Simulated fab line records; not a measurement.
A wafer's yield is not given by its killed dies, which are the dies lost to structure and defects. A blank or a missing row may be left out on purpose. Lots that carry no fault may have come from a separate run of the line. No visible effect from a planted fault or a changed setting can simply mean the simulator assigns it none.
Chamber matching	flow nand harc	NHARC_A_BONDPAD_CMP_19 on cmp-02: 4 sister chambers
The step polishes, t overpolish 30 s, cu recess touch 16 s, target thk 169.82 nm. 4 wafers are shown with their chamber, then 9 later ones without.

WAFERS PAIRED WITH THEIR CHAMBERS
wafer	chamber	motor current A (A)
L084.5	0	13.8
L085.3	1	12.9
L085.5	3	11.0
L085.6	2	14.6

WAFERS WITH NO CHAMBER GIVEN
wafer	motor current A (A)
L088.1	11.4
L088.3	13.7
L088.6	11.4
L094.3	13.3
L094.4	11.4
L094.6	11.3
L097.3	13.7
L097.4	11.3
L097.5	15.0

CHAMBER TAKEN BY EACH
wafer	from the rows above	in truth
L088.1	3	3
L088.3	0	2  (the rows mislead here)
L088.6	3	3
L094.3	can't be placed: 1 or 0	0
L094.4	3	3
L094.6	3	3
L097.3	0	0
L097.4	3	3
L097.5	2	2
Correct placement for 7 of the 9. These rows do not allow placing 1 (true chamber among the candidates in 1). Wrongly placed: 1.
How it was worked out, from the rows above alone: a wafer's distance from a chamber is the root of the sum, over the readings, of the square of ((its reading less the chamber's mean) divided by the reading's scatter). The wafer belongs to the nearest chamber; if the next one is less than 2 further off, it can't be placed. The mean given for a chamber averages the wafers shown for that chamber. The scatter: with one shown wafer a chamber, the root of the mean of the squares of how far each hidden wafer lies from its nearest shown one.
